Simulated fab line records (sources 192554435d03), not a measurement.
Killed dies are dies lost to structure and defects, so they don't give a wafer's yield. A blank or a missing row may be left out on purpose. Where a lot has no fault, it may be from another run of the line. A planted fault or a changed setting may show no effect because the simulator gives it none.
fab line records / flow n5_finfet
[record] lots = 3 wafers = 9 last_day = 16
route steps=1938 shown BEOL_M14@1741 BEOL_M15@1773
lots with no fault: from the same line, run without faults
start_h: the number of hours between the record's first day and the start of the first shown wafer of the lot / wait_h: hours from the lot's prior step to this one / " unchanged from the row above / L1.1+2: a single row standing in for several wafers / - no value present, or no start provided / * or withheld: withheld / < > ~ a bound
route shown NAME@n: NAME is a module with steps in the file, n the number in the route of the first one / usual: mean and standard deviation over wafers with no fault / same: alike in all rows / chamber/n: place in a boat / sites: per-site readings / _std_site: standard deviation across them / _edge_site: the outer-site mean with the inner-site mean subtracted / radius_mm: for every site, how far away it sits from the centre of the wafer / mask NAME#n: copy n / behind: the last tool/chamber to shape the wafer / hold: the reason the lot was held/the length of the hold in hours/how it ended / device: whichever transistor did not switch (one of n, p or np) / end of line: at the end of the route, the tests of the same wafers / a step with no rows: only its recipe / killed: dies that structure and defects cost at the first sort, which is not the same as the wafer's yield / map: per-die view of a wafer (x killed, . not killed, _ where there is no die)
set.NAME: the run value of the setting; set.NAME@STEP: its run value at that earlier step / model.NAME: the simulator's own value behind a step, which no gauge read
lots at selected steps of the route; one table per step, one row per wafer
services: a tool's chamber out of use, with start hour (start_h, from the record's first day; less than 0 if before it), hours out, and reason
[[steps]]
[step N5_BEOL_M14_SOFTBAKE_23]
[recipe] temp_c = 130 time_s = 60
[step N5_BEOL_M14_EXPOSE_25]
[recipe] mask_id = M14 na = 0.8 source_shape = annular sigma_inner = 0.5 sigma_outer = 0.8 polarization = unpolarized target_cd_nm = 280 dose_mj = 26.6
[step N5_BEOL_M14_PEB_26]
[recipe] peb_temp_c = 130 peb_time_s = 90
[step N5_BEOL_M14_DEVELOP_27]
[recipe] develop_time_s = 45 rinse_liquid = diw dry = air_spin dev_temp_c = 21
[step N5_BEOL_M14_HARDBAKE_32]
[recipe] temp_c = 130 time_s = 120
[step N5_BEOL_M14_DESCUM_33]
[recipe] chemistry = O2 time_s = 7.9 source_power_w = 50 bias_power_w = 20 pressure_mtorr = 20 rf_frequency_hz = 2.712e+07 temp_c = 40 o2_flow_sccm = 225
[step N5_BEOL_M14_ETCH_67]
[recipe] chemistry = CF4 target = SiARC target_depth_a = 1430 time_s = 238.3 ion_energy_ev = 80 pressure_mtorr = 40 source_w = 545 bias_w = 36 Ar_flow_sccm = 100 cf4_flow_sccm = 100 ends = cleared
[step N5_BEOL_M14_ETCH_68]
[recipe] chemistry = N2/H2 target = SOC mask_material = SiARC source_w = 3000 bias_w = 350 temp_c = 40 time_s = 450 ion_energy_ev = 200 pressure_mtorr = 30 n2_flow_sccm = 200 h2_flow_sccm = 200
[step N5_BEOL_M14_STRIP_69]
[recipe] chemistry = N2/H2 temp_c = 40 n2_flow_sccm = 200 h2_flow_sccm = 200 rf_frequency_hz = 6e+07
[step N5_BEOL_M14_TRENCH_ETCH_34]
[recipe] chemistry = C4F8/O2/Ar target = SiO2 target_depth_a = 5566.5 mask_material = SOC he_inner_torr = 15 he_outer_torr = 30 time_s = 126.9 ion_energy_ev = 800 pressure_mtorr = 20 source_w = 1905 bias_w = 2040 Ar_flow_sccm = 400 C4F8_flow_sccm = 16 O2_flow_sccm = 12
[usual] drypump_motor_current_A = 5.4/0.38 oes_product_au = 0.77/0.095 rf_vpp_V = 2226/24 showerhead_plenum_p_Torr = 3.42/0.13 throttle_valve_pct = 30.84/0.25
lot.wafer=L483.1 tool=rie_diel-04 chamber=3 start_h=271.10 wait_h=0.0 drypump_motor_current_A=5.7 oes_product_au=0.67 rf_hours_counter_h=224 rf_vpp_V=2265 showerhead_plenum_p_Torr=3.25 throttle_valve_pct=30.69 model.etch.depth_nm=537.4
lot.wafer=L483.2 tool=rie_diel-04 chamber=2 start_h=271.10 wait_h=0.0 drypump_motor_current_A=4.8 oes_product_au=0.84 rf_hours_counter_h=71 rf_vpp_V=2247 showerhead_plenum_p_Torr=3.35 throttle_valve_pct=30.81 model.etch.depth_nm=554.2
lot.wafer=L483.5 tool=rie_diel-04 chamber=3 start_h=271.10 wait_h=0.0 drypump_motor_current_A=5.6 oes_product_au=0.67 rf_hours_counter_h=- rf_vpp_V=2264 showerhead_plenum_p_Torr=3.25 throttle_valve_pct=30.70 model.etch.depth_nm=539.9
lot.wafer=L488.2 tool=rie_diel-04 chamber=3 start_h=331.12 wait_h=0.0 drypump_motor_current_A=5.6 oes_product_au=0.66 rf_hours_counter_h=248 rf_vpp_V=2262 showerhead_plenum_p_Torr=3.24 throttle_valve_pct=30.71 model.etch.depth_nm=536.2
lot.wafer=L488.3 tool=rie_diel-04 chamber=2 start_h=331.12 wait_h=0.0 drypump_motor_current_A=4.8 oes_product_au=0.81 rf_hours_counter_h=95 rf_vpp_V=2247 showerhead_plenum_p_Torr=3.33 throttle_valve_pct=30.83 model.etch.depth_nm=550.9
lot.wafer=L488.4 tool=rie_diel-04 chamber=1 start_h=331.12 wait_h=0.0 drypump_motor_current_A=5.3 oes_product_au=0.76 rf_hours_counter_h=- rf_vpp_V=2203 showerhead_plenum_p_Torr=3.53 throttle_valve_pct=30.86 model.etch.depth_nm=394.1
lot.wafer=L497.4 tool=rie_diel-02 chamber=1 start_h=367.38 wait_h=0.1 drypump_motor_current_A=5.0 oes_product_au=0.77 rf_hours_counter_h=- rf_vpp_V=2186 showerhead_plenum_p_Torr=3.47 throttle_valve_pct=30.79 model.etch.depth_nm=551.1
lot.wafer=L497.5 tool=rie_diel-02 chamber=2 start_h=367.38 wait_h=0.1 drypump_motor_current_A=5.9 oes_product_au=0.97 rf_hours_counter_h=- rf_vpp_V=2177 showerhead_plenum_p_Torr=3.52 throttle_valve_pct=30.86 model.etch.depth_nm=578.8
lot.wafer=L497.6 tool=rie_diel-02 chamber=3 start_h=367.38 wait_h=0.1 drypump_motor_current_A=5.4 oes_product_au=0.81 rf_hours_counter_h=- rf_vpp_V=2210 showerhead_plenum_p_Torr=3.45 throttle_valve_pct=30.79 model.etch.depth_nm=545.9
[step N5_BEOL_M14_STRIP_70]
[recipe] chemistry = C4F8/O2/Ar resist = SiARC rf_frequency_hz = 6e+07
[step N5_BEOL_M14_OCD_MEAS_35]
[usual] trench_depth_nm = 547/12
lot.wafer=L483.1 tool=ocd-02 chamber=- start_h=271.25 wait_h=0.0 trench_depth_nm=538
lot.wafer=L483.2 tool=ocd-02 chamber=- start_h=271.25 wait_h=0.0 trench_depth_nm=554
lot.wafer=L483.5 tool=ocd-02 chamber=- start_h=271.25 wait_h=0.0 trench_depth_nm=540
lot.wafer=L488.2 tool=ocd-02 chamber=- start_h=331.27 wait_h=0.0 trench_depth_nm=537
lot.wafer=L488.3 tool=ocd-02 chamber=- start_h=331.27 wait_h=0.0 trench_depth_nm=551
lot.wafer=L488.4 tool=ocd-02 chamber=- start_h=331.27 wait_h=0.0 trench_depth_nm=394
lot.wafer=L497.4 tool=ocd-01 chamber=- start_h=367.49 wait_h=0.0 trench_depth_nm=551
lot.wafer=L497.5 tool=ocd-01 chamber=- start_h=367.49 wait_h=0.0 trench_depth_nm=579
lot.wafer=L497.6 tool=ocd-01 chamber=- start_h=367.49 wait_h=0.0 trench_depth_nm=545
[step N5_BEOL_M14_STRIP_37]
[recipe] chemistry = O2 power_w = 600 temp_c = 60 pressure_mtorr = 30 rf_frequency_hz = 6e+07 bias_power_w = 0 overash_fraction = 0.3 o2_flow_sccm = 225
[step N5_BEOL_M14_ETCH_38]
[recipe] chemistry = CF4/N2 target = SiCN target_depth_a = 1065 taper_deg = 2 time_s = 120.6 ion_energy_ev = 150 mask_material = SiO2 pressure_mtorr = 40 source_w = 430 bias_w = 70 Ar_flow_sccm = 100 cf4_flow_sccm = 60 n2_flow_sccm = 60
[step N5_BEOL_M14_PRECLEAN_39]
[recipe] chemistry = residue_remover time_s = 60 temp_c = 40
[step N5_BEOL_M14_SRD_40]
[recipe] time_s = 30 temp_c = 23 rinse_liquid = diw dry = n2_spin spin_rpm = 1500 dry_time_s = 30
[step N5_BEOL_M14_DEGAS_41]
[recipe] ambient = vacuum temp_c = 300 time_s = 60
[step N5_BEOL_M14_PRE_CLEAN_42]
[recipe] gas = H2/He time_s = 30 temp_c = 300
[step N5_BEOL_M14_SPUTTER_43]
[recipe] material = TaN target_thk_a = 150 temp_c = 50 bias_v = 168.6 power_w = 15000 chamber_pressure_pa = 0.12 time_s = 24.19
[step N5_BEOL_M14_SPUTTER_44]
[recipe] material = Ta target_thk_a = 150 temp_c = 50 bias_v = 80 power_w = 15000 chamber_pressure_pa = 0.07 time_s = 24.19
[step N5_BEOL_M14_SPUTTER_45]
[recipe] material = Cu target_thk_a = 1000 temp_c = -20 bias_v = 60 power_w = 26000 chamber_pressure_pa = 0.13 time_s = 16.67
[step N5_BEOL_M14_ECD_47]
[recipe] material = Cu target_thk_a = 12480
[step N5_BEOL_M14_ANNEAL_48]
[recipe] temp_c = 225 time_s = 90 ambient = N2
[step N5_BEOL_M14_CMP_49]
[recipe] stop_on = SiO2 t_overpolish_s = 5.2 down_force_psi = 2 platen_rpm = 80 clearing_platen_down_force_psi = 2 clearing_platen_rpm = 80 post_cmp_clean = cu_alkaline target_thk_nm = 560 clearing_platen_pad_velocity_m_s = 1.5917 pad_velocity_m_s = 1.5917
[usual] barrier_field_endpoint_s = 11.4/0.33 edge_zone_pressure_frac = 1.000/0.0047 motor_current_A = 8.4/1 overpolish_run_s = 5.199/0.0096 slurry_filter_dp_kPa = 13.50/0.13 time_to_endpoint_s = 122/5.5
lot.wafer=L483.2 tool=cmp-03 chamber=3 start_h=273.66 wait_h=0.3 barrier_field_endpoint_s=11.2 edge_zone_pressure_frac=1.001 motor_current_A=9.2 overpolish_run_s=5.208 slurry_filter_dp_kPa=13.47 time_to_endpoint_s=116 model.Cu_of_BEOL_M14_ECD_47.thk_nm=556.6
lot.wafer=L483.1 tool=cmp-03 chamber=0 start_h=273.66 wait_h=0.3 barrier_field_endpoint_s=11.4 edge_zone_pressure_frac=1.002 motor_current_A=6.9 overpolish_run_s=5.184 slurry_filter_dp_kPa=13.51 time_to_endpoint_s=123 model.Cu_of_BEOL_M14_ECD_47.thk_nm=540.2
lot.wafer=L483.5 tool=cmp-03 chamber=0 start_h=273.66 wait_h=0.3 barrier_field_endpoint_s=11.4 edge_zone_pressure_frac=1.005 motor_current_A=7.6 overpolish_run_s=5.200 slurry_filter_dp_kPa=13.40 time_to_endpoint_s=125 model.Cu_of_BEOL_M14_ECD_47.thk_nm=542.8
lot.wafer=L488.3 tool=cmp-03 chamber=1 start_h=332.65 wait_h=0.2 barrier_field_endpoint_s=10.9 edge_zone_pressure_frac=0.999 motor_current_A=9.3 overpolish_run_s=5.202 slurry_filter_dp_kPa=13.55 time_to_endpoint_s=116 model.Cu_of_BEOL_M14_ECD_47.thk_nm=552.2
lot.wafer=L488.2 tool=cmp-03 chamber=2 start_h=332.65 wait_h=0.2 barrier_field_endpoint_s=11.9 edge_zone_pressure_frac=0.997 motor_current_A=9.6 overpolish_run_s=5.181 slurry_filter_dp_kPa=13.40 time_to_endpoint_s=129 model.Cu_of_BEOL_M14_ECD_47.thk_nm=539.6
lot.wafer=L488.4 tool=cmp-03 chamber=3 start_h=332.65 wait_h=0.2 barrier_field_endpoint_s=10.9 edge_zone_pressure_frac=1.009 motor_current_A=9.1 overpolish_run_s=5.200 slurry_filter_dp_kPa=13.31 time_to_endpoint_s=113 model.Cu_of_BEOL_M14_ECD_47.thk_nm=394.8
lot.wafer=L497.4 tool=cmp-01 chamber=0 start_h=369.32 wait_h=0.1 barrier_field_endpoint_s=11.5 edge_zone_pressure_frac=0.997 motor_current_A=6.6 overpolish_run_s=5.194 slurry_filter_dp_kPa=13.52 time_to_endpoint_s=121 model.Cu_of_BEOL_M14_ECD_47.thk_nm=554.8
lot.wafer=L497.6 tool=cmp-01 chamber=0 start_h=369.32 wait_h=0.1 barrier_field_endpoint_s=11.6 edge_zone_pressure_frac=0.999 motor_current_A=6.4 overpolish_run_s=5.201 slurry_filter_dp_kPa=13.23 time_to_endpoint_s=121 model.Cu_of_BEOL_M14_ECD_47.thk_nm=550
lot.wafer=L497.5 tool=cmp-01 chamber=1 start_h=369.32 wait_h=0.1 barrier_field_endpoint_s=11.9 edge_zone_pressure_frac=0.995 motor_current_A=7.6 overpolish_run_s=5.197 slurry_filter_dp_kPa=13.39 time_to_endpoint_s=131 model.Cu_of_BEOL_M14_ECD_47.thk_nm=584.2
[step N5_BEOL_M14_THK_MEAS_50]
[recipe] thk_meas_gauge = xrf reads = Cu_of_BEOL_M14_ECD_47
[usual] M14_THK = 540/12
lot.wafer=L483.1 tool=film_metro-01 chamber=- start_h=273.95 wait_h=- M14_THK[nm]=531
lot.wafer=L483.2 tool=film_metro-01 chamber=- start_h=273.95 wait_h=- M14_THK[nm]=545
lot.wafer=L483.5 tool=film_metro-01 chamber=- start_h=273.95 wait_h=- M14_THK[nm]=533
lot.wafer=L488.2 tool=film_metro-02 chamber=- start_h=332.94 wait_h=- M14_THK[nm]=528
lot.wafer=L488.3 tool=film_metro-02 chamber=- start_h=332.94 wait_h=- M14_THK[nm]=539
lot.wafer=L488.4 tool=film_metro-02 chamber=- start_h=332.94 wait_h=- M14_THK[nm]=386
lot.wafer=L497.4 tool=film_metro-01 chamber=- start_h=369.61 wait_h=- M14_THK[nm]=537
lot.wafer=L497.5 tool=film_metro-01 chamber=- start_h=369.61 wait_h=- M14_THK[nm]=566
lot.wafer=L497.6 tool=film_metro-01 chamber=- start_h=369.61 wait_h=- M14_THK[nm]=532
[step N5_BEOL_M14_PRE_CLEAN_52]
[recipe] gas = NH3 time_s = 15 temp_c = withheld rf_power_w = 300
[step N5_BEOL_M14_DEP_53]
[recipe] material = SiCN target_thk_a = 500 temp_c = withheld precursor = 3MS/NH3 pressure_torr = 3 rf_w = 675 time_s = 17.8
[step N5_BEOL_M14_RS_MEAS_54]
[recipe] thk_meas_gauge = four-point-probe reads = Cu_of_BEOL_M14_ECD_47+Ta_of_BEOL_M14_SPUTTER_44+TaN_of_BEOL_M14_SPUTTER_43
[usual] M14_RS = 0.0338/0.00077
lot.wafer=L483.1 tool=film_metro-02 chamber=- start_h=274.08 wait_h=0.0 M14_RS[ohm/sq]=0.0344
lot.wafer=L483.2 tool=film_metro-02 chamber=- start_h=274.08 wait_h=0.0 M14_RS[ohm/sq]=0.0334
lot.wafer=L483.5 tool=film_metro-02 chamber=- start_h=274.08 wait_h=0.0 M14_RS[ohm/sq]=0.0343
lot.wafer=L488.2 tool=film_metro-02 chamber=- start_h=333.07 wait_h=0.1 M14_RS[ohm/sq]=0.0345
lot.wafer=L488.3 tool=film_metro-02 chamber=- start_h=333.07 wait_h=0.1 M14_RS[ohm/sq]=0.0337
lot.wafer=L488.4 tool=film_metro-02 chamber=- start_h=333.07 wait_h=0.1 M14_RS[ohm/sq]=0.0476
lot.wafer=L497.4 tool=film_metro-02 chamber=- start_h=369.74 wait_h=0.0 M14_RS[ohm/sq]=0.0335
lot.wafer=L497.5 tool=film_metro-02 chamber=- start_h=369.74 wait_h=0.0 M14_RS[ohm/sq]=0.0318
lot.wafer=L497.6 tool=film_metro-02 chamber=- start_h=369.74 wait_h=0.0 M14_RS[ohm/sq]=0.0339
[step N5_BEOL_M15_ILD_DEP_00]
[recipe] material = SiO2 target_thk_a = 16293 temp_c = 400 precursor = TEOS/O2 pressure_torr = 6.5 rf_w = 900 teos_flow_sccm = 161.4 gas = O2 flow_sccm = 2650 time_s = 346.1
[step N5_BEOL_M15_COAT_58]
[recipe] resist = BARC temp_c = 205 time_s = 60 spin_rpm = 1500 resist_thk_nm = 89
[step N5_BEOL_M15_COAT_04]
[recipe] spin_rpm = 1704 resist_thk_nm = 800
[step N5_BEOL_M15_EBR_06]
[recipe] solvent = PGMEA ebr_width_mm = 1.5
[step N5_BEOL_M15_SOFTBAKE_05]
[recipe] temp_c = 130 time_s = 60
[step N5_BEOL_M15_EXPOSE_07]
[recipe] mask_id = V14 na = 0.8 source_shape = annular sigma_inner = 0.5 sigma_outer = 0.8 polarization = unpolarized attpsm_phase_deg = 180 dose_mj = 41.25
[step N5_BEOL_M15_PEB_08]
[recipe] peb_temp_c = 130 peb_time_s = 90
[step N5_BEOL_M15_DEVELOP_09]
[recipe] develop_time_s = 45 rinse_liquid = diw dry = air_spin dev_temp_c = 21
[step N5_BEOL_M15_HARDBAKE_14]
[recipe] temp_c = 130 time_s = 120
[step N5_BEOL_M15_RC_MEAS_101]
[usual] etest_temp_c = 25.01/0.095 COMB_M10 = 1.45e-11/2.9e-12 COMB_M11 = 1.42e-11/2.7e-12 COMB_M12 = 6.3e-12/1.3e-12 COMB_M13 = 4.7e-12/9.7e-13 COMB_M15 = 2.5e-12/6.5e-13 COMB_M15_max_site = 3.7e-12/8.7e-13 COMB_M5 = 3.6e-11/7.1e-12 COMB_M5_max_site = 5.2e-11/1.1e-11 COMB_M6 = 2.6e-11/5.5e-12 COMB_M7 = 2.4e-11/5.4e-12 COMB_M8 = 2.6e-11/4.7e-12 COMB_M9 = 1.5e-11/3e-12 SERP_M10 = 3.10/0.07 SERP_M11 = 3.06/0.083 SERP_M12 = 0.635/0.016 SERP_M13 = 0.309/0.0072 SERP_M14 = 0.164/0.0046 SERP_M14_max_site = 0.166/0.0047 SERP_M5 = 39.9/1.6 SERP_M6 = 14.3/0.57 SERP_M7 = 13.8/0.56 SERP_M8 = 13.9/0.46 SERP_M9 = 3.07/0.08
lot.wafer=L483.1 tool=prober-01 chamber=0 start_h=279.96 wait_h=0.3 etest_temp_c=25.02 COMB_M10[S/m]=1.82e-11 COMB_M11[S/m]=1.3e-11 COMB_M12[S/m]=5.1e-12 COMB_M13[S/m]=3.4e-12 COMB_M15[S/m]=2.4e-12 COMB_M15_max_site[S/m]=2.8e-12 COMB_M5[S/m]=2.8e-11 COMB_M5_max_site[S/m]=4.1e-11 COMB_M6[S/m]=3.2e-11 COMB_M7[S/m]=2.3e-11 COMB_M8[S/m]=2.9e-11 COMB_M9[S/m]=1.18e-11 SERP_M10[ohm/um]=3.17 SERP_M11[ohm/um]=2.97 SERP_M12[ohm/um]=0.632 SERP_M13[ohm/um]=0.317 SERP_M14[ohm/um]=0.170 SERP_M14_max_site[ohm/um]=0.171 SERP_M5[ohm/um]=39.3 SERP_M6[ohm/um]=14.1 SERP_M7[ohm/um]=13.2 SERP_M8[ohm/um]=14.0 SERP_M9[ohm/um]=3.19
lot.wafer=L483.2 tool=prober-01 chamber=0 start_h=279.96 wait_h=0.3 etest_temp_c=24.94 COMB_M10[S/m]=9.3e-12 COMB_M11[S/m]=1.17e-11 COMB_M12[S/m]=5.9e-12 COMB_M13[S/m]=4.9e-12 COMB_M15[S/m]=2.4e-12 COMB_M15_max_site[S/m]=3.6e-12 COMB_M5[S/m]=2.7e-11 COMB_M5_max_site[S/m]=4.5e-11 COMB_M6[S/m]=2.3e-11 COMB_M7[S/m]=1.9e-11 COMB_M8[S/m]=2.4e-11 COMB_M9[S/m]=1.29e-11 SERP_M10[ohm/um]=3.09 SERP_M11[ohm/um]=3.06 SERP_M12[ohm/um]=0.630 SERP_M13[ohm/um]=0.301 SERP_M14[ohm/um]=0.160 SERP_M14_max_site[ohm/um]=0.161 SERP_M5[ohm/um]=42.9 SERP_M6[ohm/um]=13.2 SERP_M7[ohm/um]=13.3 SERP_M8[ohm/um]=13.8 SERP_M9[ohm/um]=3.18
lot.wafer=L483.5 tool=prober-01 chamber=0 start_h=279.96 wait_h=0.3 etest_temp_c=25.01 COMB_M10[S/m]=1.39e-11 COMB_M11[S/m]=1.96e-11 COMB_M12[S/m]=6.1e-12 COMB_M13[S/m]=5.8e-12 COMB_M15[S/m]=1.5e-12 COMB_M15_max_site[S/m]=1.8e-12 COMB_M5[S/m]=4.5e-11 COMB_M5_max_site[S/m]=5.7e-11 COMB_M6[S/m]=2.8e-11 COMB_M7[S/m]=3.6e-11 COMB_M8[S/m]=3e-11 COMB_M9[S/m]=1.32e-11 SERP_M10[ohm/um]=3.14 SERP_M11[ohm/um]=3.08 SERP_M12[ohm/um]=0.647 SERP_M13[ohm/um]=0.320 SERP_M14[ohm/um]=0.168 SERP_M14_max_site[ohm/um]=0.170 SERP_M5[ohm/um]=38.8 SERP_M6[ohm/um]=14.3 SERP_M7[ohm/um]=13.7 SERP_M8[ohm/um]=13.9 SERP_M9[ohm/um]=3.14
lot.wafer=L488.2 tool=prober-01 chamber=0 start_h=340.00 wait_h=0.3 etest_temp_c=25.16 COMB_M10[S/m]=1.35e-11 COMB_M11[S/m]=2.02e-11 COMB_M12[S/m]=6.3e-12 COMB_M13[S/m]=5e-12 COMB_M15[S/m]=2.5e-12 COMB_M15_max_site[S/m]=3.5e-12 COMB_M5[S/m]=2.9e-11 COMB_M5_max_site[S/m]=4.6e-11 COMB_M6[S/m]=2.8e-11 COMB_M7[S/m]=2.3e-11 COMB_M8[S/m]=3.6e-11 COMB_M9[S/m]=1.34e-11 SERP_M10[ohm/um]=3.13 SERP_M11[ohm/um]=3.09 SERP_M12[ohm/um]=0.624 SERP_M13[ohm/um]=0.312 SERP_M14[ohm/um]=0.167 SERP_M14_max_site[ohm/um]=0.169 SERP_M5[ohm/um]=40.1 SERP_M6[ohm/um]=14.8 SERP_M7[ohm/um]=13.7 SERP_M8[ohm/um]=14.5 SERP_M9[ohm/um]=3.07
lot.wafer=L488.3 tool=prober-01 chamber=0 start_h=340.00 wait_h=0.3 etest_temp_c=24.99 COMB_M10[S/m]=1.57e-11 COMB_M11[S/m]=1.75e-11 COMB_M12[S/m]=5.3e-12 COMB_M13[S/m]=5e-12 COMB_M15[S/m]=3.7e-12 COMB_M15_max_site[S/m]=6.4e-12 COMB_M5[S/m]=2.6e-11 COMB_M5_max_site[S/m]=4.2e-11 COMB_M6[S/m]=2.5e-11 COMB_M7[S/m]=2.5e-11 COMB_M8[S/m]=3.3e-11 COMB_M9[S/m]=1.22e-11 SERP_M10[ohm/um]=3.03 SERP_M11[ohm/um]=3.03 SERP_M12[ohm/um]=0.667 SERP_M13[ohm/um]=0.313 SERP_M14[ohm/um]=0.162 SERP_M14_max_site[ohm/um]=0.162 SERP_M5[ohm/um]=40.9 SERP_M6[ohm/um]=14.6 SERP_M7[ohm/um]=13.9 SERP_M8[ohm/um]=13.4 SERP_M9[ohm/um]=3.05
lot.wafer=L488.4 tool=prober-01 chamber=0 start_h=340.00 wait_h=0.3 etest_temp_c=25.03 COMB_M10[S/m]=1.37e-11 COMB_M11[S/m]=1.73e-11 COMB_M12[S/m]=8.1e-12 COMB_M13[S/m]=4.5e-12 COMB_M15[S/m]=1.8e-12 COMB_M15_max_site[S/m]=4.3e-12 COMB_M5[S/m]=3.3e-11 COMB_M5_max_site[S/m]=6.2e-11 COMB_M6[S/m]=3.3e-11 COMB_M7[S/m]=3.5e-11 COMB_M8[S/m]=2.3e-11 COMB_M9[S/m]=1.71e-11 SERP_M10[ohm/um]=3.09 SERP_M11[ohm/um]=3.11 SERP_M12[ohm/um]=0.613 SERP_M13[ohm/um]=0.301 SERP_M14[ohm/um]=0.230 SERP_M14_max_site[ohm/um]=0.233 SERP_M5[ohm/um]=39.5 SERP_M6[ohm/um]=14.8 SERP_M7[ohm/um]=13.6 SERP_M8[ohm/um]=14.5 SERP_M9[ohm/um]=3.16
lot.wafer=L497.4 tool=prober-01 chamber=0 start_h=376.16 wait_h=0.5 etest_temp_c=25.06 COMB_M10[S/m]=1.53e-11 COMB_M11[S/m]=1.93e-11 COMB_M12[S/m]=3.9e-12 COMB_M13[S/m]=5.3e-12 COMB_M15[S/m]=3.4e-12 COMB_M15_max_site[S/m]=4.8e-12 COMB_M5[S/m]=4.3e-11 COMB_M5_max_site[S/m]=4.5e-11 COMB_M6[S/m]=4.2e-11 COMB_M7[S/m]=1.6e-11 COMB_M8[S/m]=2.6e-11 COMB_M9[S/m]=1.1e-11 SERP_M10[ohm/um]=2.99 SERP_M11[ohm/um]=3.14 SERP_M12[ohm/um]=0.642 SERP_M13[ohm/um]=0.322 SERP_M14[ohm/um]=0.159 SERP_M14_max_site[ohm/um]=0.162 SERP_M5[ohm/um]=41.9 SERP_M6[ohm/um]=13.9 SERP_M7[ohm/um]=13.9 SERP_M8[ohm/um]=14.2 SERP_M9[ohm/um]=3.08
lot.wafer=L497.5 tool=prober-01 chamber=0 start_h=376.16 wait_h=0.5 etest_temp_c=24.92 COMB_M10[S/m]=1e-11 COMB_M11[S/m]=1.38e-11 COMB_M12[S/m]=5.1e-12 COMB_M13[S/m]=4.9e-12 COMB_M15[S/m]=2.4e-12 COMB_M15_max_site[S/m]=2.9e-12 COMB_M5[S/m]=5.1e-11 COMB_M5_max_site[S/m]=7e-11 COMB_M6[S/m]=3e-11 COMB_M7[S/m]=2e-11 COMB_M8[S/m]=2.5e-11 COMB_M9[S/m]=1.5e-11 SERP_M10[ohm/um]=3.16 SERP_M11[ohm/um]=3.10 SERP_M12[ohm/um]=0.605 SERP_M13[ohm/um]=0.314 SERP_M14[ohm/um]=0.154 SERP_M14_max_site[ohm/um]=0.156 SERP_M5[ohm/um]=43.8 SERP_M6[ohm/um]=14.5 SERP_M7[ohm/um]=12.8 SERP_M8[ohm/um]=13.9 SERP_M9[ohm/um]=3.13
lot.wafer=L497.6 tool=prober-01 chamber=0 start_h=376.16 wait_h=0.5 etest_temp_c=24.93 COMB_M10[S/m]=1.34e-11 COMB_M11[S/m]=1.47e-11 COMB_M12[S/m]=6e-12 COMB_M13[S/m]=4.8e-12 COMB_M15[S/m]=3.1e-12 COMB_M15_max_site[S/m]=4.4e-12 COMB_M5[S/m]=4.3e-11 COMB_M5_max_site[S/m]=5.4e-11 COMB_M6[S/m]=3.6e-11 COMB_M7[S/m]=2.4e-11 COMB_M8[S/m]=3e-11 COMB_M9[S/m]=1.22e-11 SERP_M10[ohm/um]=3.11 SERP_M11[ohm/um]=3.02 SERP_M12[ohm/um]=0.624 SERP_M13[ohm/um]=0.326 SERP_M14[ohm/um]=0.163 SERP_M14_max_site[ohm/um]=0.166 SERP_M5[ohm/um]=41.7 SERP_M6[ohm/um]=14.6 SERP_M7[ohm/um]=13.0 SERP_M8[ohm/um]=14.0 SERP_M9[ohm/um]=3.17
// sites SERP_M14 radius_mm=0,75,75,75,75,140,140,140,140
L483.1 0.171 0.171 0.170 0.170 0.169 0.171 0.167 0.167 0.168
L488.2 0.168 0.168 0.167 0.169 0.168 0.166 0.166 0.167 0.165
L497.4 0.159 0.158 0.157 0.160 0.159 0.160 0.161 0.162 0.159
[[services]]
tool=cmp-01 chamber=- start_h=258.90 hours=4.0 kind=pm
tool=cmp-03 chamber=- start_h=262.06 hours=3.9 kind=pm
tool=cmp-01 chamber=- start_h=272.01 hours=6.9 kind=pm
tool=rie_diel-02 chamber=- start_h=273.16 hours=0.6 kind=repair
tool=rie_diel-04 chamber=1 start_h=289.29 hours=- kind=clean
tool=rie_diel-04 chamber=1 start_h=289.29 hours=- kind=consumable_replace:focus_ring
tool=rie_diel-04 chamber=1 start_h=289.29 hours=17.8 kind=scheduled_down
tool=rie_diel-04 chamber=1 start_h=289.29 hours=17.8 kind=vent_cycle
tool=rie_diel-02 chamber=3 start_h=310.74 hours=16.3 kind=repair
tool=cmp-01 chamber=- start_h=321.72 hours=7.3 kind=repair
tool=rie_diel-04 chamber=0 start_h=330.12 hours=3.0 kind=repair
tool=cmp-01 chamber=- start_h=338.52 hours=4.8 kind=pm
tool=rie_diel-04 chamber=0 start_h=341.05 hours=- kind=clean
tool=rie_diel-04 chamber=0 start_h=341.05 hours=- kind=consumable_replace:focus_ring
tool=rie_diel-04 chamber=0 start_h=341.05 hours=- kind=consumable_replace:showerhead
tool=rie_diel-04 chamber=0 start_h=341.05 hours=16.7 kind=scheduled_down
tool=rie_diel-04 chamber=0 start_h=341.05 hours=16.7 kind=vent_cycle
tool=rie_diel-04 chamber=3 start_h=346.95 hours=4.0 kind=repair
tool=cmp-03 chamber=- start_h=347.41 hours=1.0 kind=repair
tool=rie_diel-04 chamber=3 start_h=358.27 hours=- kind=clean
tool=rie_diel-04 chamber=3 start_h=358.27 hours=- kind=consumable_replace:esc
tool=rie_diel-04 chamber=3 start_h=358.27 hours=- kind=consumable_replace:focus_ring
tool=rie_diel-04 chamber=3 start_h=358.27 hours=- kind=consumable_replace:showerhead
tool=rie_diel-04 chamber=3 start_h=358.27 hours=23.9 kind=scheduled_down
[[key]]
[first_sign] step = N5_BEOL_M14_OCD_MEAS_35 reading = trench_depth_nm direction = down sigmas = 13 usual = 547 struck = 394
[effect] step = N5_BEOL_M14_THK_MEAS_50 reading = M14_THK direction = down sigmas = 13 usual = 540 struck = 386
[effect] step = N5_BEOL_M14_RS_MEAS_54 reading = M14_RS direction = up sigmas = 18 usual = 0.0338 struck = 0.0476
[effect] step = N5_BEOL_M15_RC_MEAS_101 reading = SERP_M14 direction = up sigmas = 14 usual = 0.164 struck = 0.230
[model_effect] step = N5_BEOL_M14_TRENCH_ETCH_34 value = etch.depth_nm without = 565.6 struck = 394.1
[model_effect] step = N5_BEOL_M14_CMP_49 value = Cu_of_BEOL_M14_ECD_47.thk_nm without = 566.4 struck = 394.8
met_at N5_BEOL_M14_TRENCH_ETCH_34
struck_wafers L488.4
onset_between 271.10 331.12
[fault] kind = process_parameter_drift tool = rie_diel-04 chamber = - onset_h = 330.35 steps = N5_BEOL_M14_TRENCH_ETCH_34 channel = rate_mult offset = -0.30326 shape = step end_h = 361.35 scope = struck_wafers_only
